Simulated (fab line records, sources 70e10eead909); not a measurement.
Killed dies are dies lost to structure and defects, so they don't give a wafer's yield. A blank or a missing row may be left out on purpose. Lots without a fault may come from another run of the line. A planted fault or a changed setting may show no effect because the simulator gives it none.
A struck lot beside a sound one | flow nand_harc | 25 steps out of a route of 1302
Sound: wafers L985.2, L985.5, L985.6. Struck: wafers L992.1, L992.2, L992.3. The cause comes at the end.
At each step with rows: each side's tool, then ch and its chambers, then its first start. Under that, the readings that differ: sound wafers | struck wafers | difference of the means | sigmas: that difference in standard deviations of wafers without a fault.
alike: readings whose means differ by less than 2 such deviations, and words and numbers that are the same on both sides. not compared: withheld readings, readings that some wafer has no value for, bounds like >300 that may hide the same value, and numbers for which the record gives no deviation and whose values overlap.
The two part at a step that has a row with sigmas, a row that says differs or no value, or rows on one side only. Numbers that don't overlap but have no deviation are shown without sigmas and don't part them. A reading that every wafer of one side lacks parts them only if that side has two wafers or more.

NHARC_P_CONTACT_DEP_00: deposits SiO2, target thk 500 nm.
  sound on pecvd-03 ch 0,1,2; struck on pecvd-03 ch 0,1,2
  alike: heater_power_w, showerhead_vpp_V, throttle_valve_pct
NHARC_P_CONTACT_CMP_01: polishes SiO2, target thk 200 nm.
  sound on cmp-03 ch 0,1, day 10 14:20; struck on cmp-03 ch 1,2,3, day 13 20:46
  alike: edge_zone_pressure_frac, motor_current_A
then, 9 steps without rows for these wafers: NHARC_P_CONTACT_SRD_03; NHARC_P_CONTACT_DEHYDRATE_04 (time 120 s); NHARC_P_CONTACT_HMDS_05 (time 30 s); NHARC_P_CONTACT_COAT_33 (time 75 s); NHARC_P_CONTACT_COAT_34 (time 65 s); NHARC_P_CONTACT_COAT_06 (resist thk 90 nm); NHARC_P_CONTACT_SOFTBAKE_07 (time 55 s); NHARC_P_CONTACT_EBR_08; NHARC_P_CONTACT_EXPOSE_09 (exposes mask P CA, target cd 90 nm).
NHARC_P_CONTACT_PEB_10: peb time 65 s.
  sound on litho_track-01 ch 0, day 10 14:59; struck on litho_track-01 ch 0, day 13 21:32
  reading                  | sound                | struck            | difference | sigmas
  heater_power_total_W (W) | 156.4 157.0 156.5    | 153.3 153.3 152.5 | -3.6       | -9
  plate_temp_C (C)         | 100.07 100.01 100.08 | 98.28 98.35 98.37 | -1.72      | -13
  alike: exhaust_pa
then, 1 step without rows for these wafers: NHARC_P_CONTACT_DEVELOP_11 (develop time 35 s).
NHARC_P_CONTACT_CD_MEAS_12: target cd 90 nm.
  sound on cd_sem-02 ch 0, day 10 15:04; struck on cd_sem-02 ch 0, day 13 21:37
  reading    | sound          | struck         | difference | sigmas
  cd_nm (nm) | 91.0 89.6 90.4 | 83.7 83.2 84.3 | -6.6       | -9
NHARC_P_CONTACT_OVL_MEAS_13:
  sound on overlay-01, day 10 15:08; struck on overlay-01, day 13 21:42
  reading           | sound       | struck         | difference | sigmas
  overlay_y_nm (nm) | 0.7 0.8 1.2 | -0.7 -1.2 -1.2 | -1.9       | -2
  alike: overlay_x_nm
NHARC_P_CONTACT_INSPECT_14:
  sound on defect_inspect-01, day 10 15:11; struck on defect_inspect-01, day 13 21:44
  alike: raw_defect_count
NHARC_P_CONTACT_DESCUM_17: chemistry O2, time 3 s.
  sound on rie_diel-05 ch 0,1,3, day 10 15:16; struck on rie_diel-05 ch 0,1,2, day 13 21:48
  reading                    | sound             | struck           | difference | sigmas
  model.P_CONTACT.cd_nm (nm) | 91.09 90.51 90.69 | 83.72 83.5 85.56 | -6.50      |
  alike: chamber_pressure_mTorr, drypump_motor_current_A, oes_product_au, rf_vpp_V, showerhead_plenum_p_Torr, throttle_valve_pct
  not compared: rf_hours_counter_h
NHARC_P_CONTACT_ETCH_35: etches the open film in CF4, target depth 39 nm, time 65 s.
  sound on rie_diel-05 ch 0,2,3, day 10 15:20; struck on rie_diel-05 ch 1,2,3, day 13 21:53
  alike: chamber_pressure_mTorr, drypump_motor_current_A, oes_product_au, rf_vpp_V, showerhead_plenum_p_Torr, throttle_valve_pct
  not compared: rf_hours_counter_h
NHARC_P_CONTACT_ETCH_36: etches the open film in N2/H2, target depth 260 nm, time 406.25 s.
  sound on rie_diel-05 ch 1,2,3; struck on rie_diel-05 ch 1,2,3
  alike: chamber_pressure_mTorr, drypump_motor_current_A, oes_product_au, rf_vpp_V, showerhead_plenum_p_Torr, throttle_valve_pct
  not compared: rf_hours_counter_h
NHARC_P_CONTACT_ETCH_18: etches the open film in C4F8/O2/Ar, target depth 481 nm, time 240.5 s.
  sound on rie_diel-05 ch 1,2,3; struck on rie_diel-05 ch 1,2,3
  alike: chamber_pressure_mTorr, oes_product_au, rf_vpp_V
  not compared: rf_hours_counter_h
then, 1 step without rows for these wafers: NHARC_P_CONTACT_STRIP_37 (strips in C4F8/O2/Ar).
NHARC_P_CONTACT_ETCH_31: etches the open film in CH3F/O2, target depth 30 nm, time 85.7 s.
  sound on rie_diel-05 ch 0,1,3; struck on rie_diel-05 ch 0,1,2
  reading                    | sound             | struck            | difference | sigmas
  model.P_CONTACT.cd_nm (nm) | 91.29 90.28 90.05 | 81.76 82.38 84.44 | -7.68      |
  alike: chamber_pressure_mTorr, drypump_motor_current_A, oes_product_au, rf_vpp_V, showerhead_plenum_p_Torr, throttle_valve_pct
  not compared: rf_hours_counter_h
NHARC_P_CONTACT_CD_MEAS_19:
  sound on cd_sem-02, day 10 16:07; struck on cd_sem-01, day 13 22:40
  reading    | sound          | struck         | difference | sigmas
  cd_nm (nm) | 91.2 90.0 89.7 | 81.5 82.4 84.4 | -7.5       | -4
then, 1 step without rows for these wafers: NHARC_P_CONTACT_STRIP_28 (strips in O2).
-- the record jumps here: 19 days lie between the struck wafers' starts before and after (it left off in module P_CONTACT and takes up again in module END, whose first step shown is number 1302 of the route) --
NHARC_END_SORT_01:
  the record has rows for the struck wafers here (prober-01 ch 0, day 32 18:07) and none for the sound ones

WHERE THEY PART
First at NHARC_P_CONTACT_PEB_10; last, within this record, at NHARC_END_SORT_01.

WHY: what the simulator had put in
Process parameter drift: litho_track-01, from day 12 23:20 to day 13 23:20, at NHARC_P_CONTACT_PEB_10. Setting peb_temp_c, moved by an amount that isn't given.
